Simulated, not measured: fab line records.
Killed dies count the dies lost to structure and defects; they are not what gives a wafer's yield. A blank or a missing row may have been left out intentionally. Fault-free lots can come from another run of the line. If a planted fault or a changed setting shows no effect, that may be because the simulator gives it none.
Matching of chambers | flow n5Finfet | cvdCo-01 running N5_BEOL_M0_CO_CAP_123: 3 sister chambers
The step material Co, precursor CCTBA/H2, target thk 2 nm, time 102.1 s. 27 wafers are shown with their chamber, then 12 later ones without.

## WAFERS PAIRED WITH THEIR CHAMBERS
wafer  | chamber | heaterPowerW (W) | chamberPressureTorr (Torr)
L076.3 | 2       | 209              | 30.02
L076.5 | 0       | 275              | 30.00
L076.6 | 2       | 208              | 29.98
L078.2 | 0       | 272              | 29.91
L078.3 | 1       | 260              | 30.01
L078.4 | 0       | 262              | 29.96
L079.2 | 2       | 213              | 29.85
L079.3 | 1       | 265              | 30.00
L079.6 | 0       | 259              | 29.97
L083.2 | 0       | 259              | 30.02
L083.5 | 1       | 268              | 30.04
L083.6 | 0       | 263              | 30.05
L084.2 | 1       | 267              | 29.90
L084.3 | 0       | 253              | 29.96
L084.4 | 1       | 265              | 29.93
L087.1 | 0       | 265              | 29.97
L087.2 | 1       | 257              | 30.00
L087.4 | 1       | 264              | 29.87
L089.1 | 1       | 265              | 29.89
L089.4 | 0       | 262              | 30.03
L089.6 | 0       | 268              | 30.12
L090.1 | 0       | 268              | 30.10
L090.3 | 0       | 258              | 30.12
L090.5 | 0       | 272              | 30.10
L091.2 | 0       | 269              | 30.09
L091.4 | 1       | 264              | 29.91
L091.6 | 1       | 265              | 30.00

SIGNATURES (averages over the wafers above)
reading             | chamber 0 | chamber 1 | chamber 2 | scatter within a chamber
heaterPowerW        | 264.64    | 264.00    | 210.00    | 5.1
chamberPressureTorr | 30.0286   | 29.9550   | 29.9500   | 0.0682
Rule: a wafer's distance from a chamber is the root of the sum, over the readings, of the square of ((its reading less the chamber's mean) divided by the reading's scatter). The wafer belongs to the nearest chamber; if the next one is less than 2 further off, it can't be placed. The scatter: take each reading less its chamber's mean, square it, sum over the shown wafers, divide by the number of wafers less the number of chambers, and take the root.

## WAFERS WHOSE CHAMBER IS MISSING
wafer  | heaterPowerW (W) | chamberPressureTorr (Torr)
L092.2 | 263              | 29.92
L092.4 | 260              | 30.03
L092.6 | 264              | 30.00
L094.1 | 262              | 29.95
L094.5 | 266              | 30.03
L094.6 | 273              | 29.92
L095.1 | 261              | 29.89
L095.2 | 270              | 30.00
L095.5 | 259              | 30.00
L097.3 | 262              | 29.92
L097.5 | 257              | 29.91
L097.6 | 262              | 30.06

## WHICH CHAMBER EACH ONE RAN IN
wafer  | from the rows above     | in truth
L092.2 | can't be placed: 1 or 0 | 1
L092.4 | can't be placed: 0 or 1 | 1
L092.6 | can't be placed: 0 or 1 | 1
L094.1 | can't be placed: 1 or 0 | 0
L094.5 | can't be placed: 0 or 1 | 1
L094.6 | can't be placed: 1 or 0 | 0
L095.1 | can't be placed: 1 or 0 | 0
L095.2 | can't be placed: 0 or 1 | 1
L095.5 | can't be placed: 1 or 0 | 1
L097.3 | can't be placed: 1 or 0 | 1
L097.5 | can't be placed: 1 or 0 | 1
L097.6 | can't be placed: 0 or 1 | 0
Correctly placed: 0 of 12. Not placeable from these rows: 12 (in 12, the candidates include the true chamber). Placed wrongly: 0.
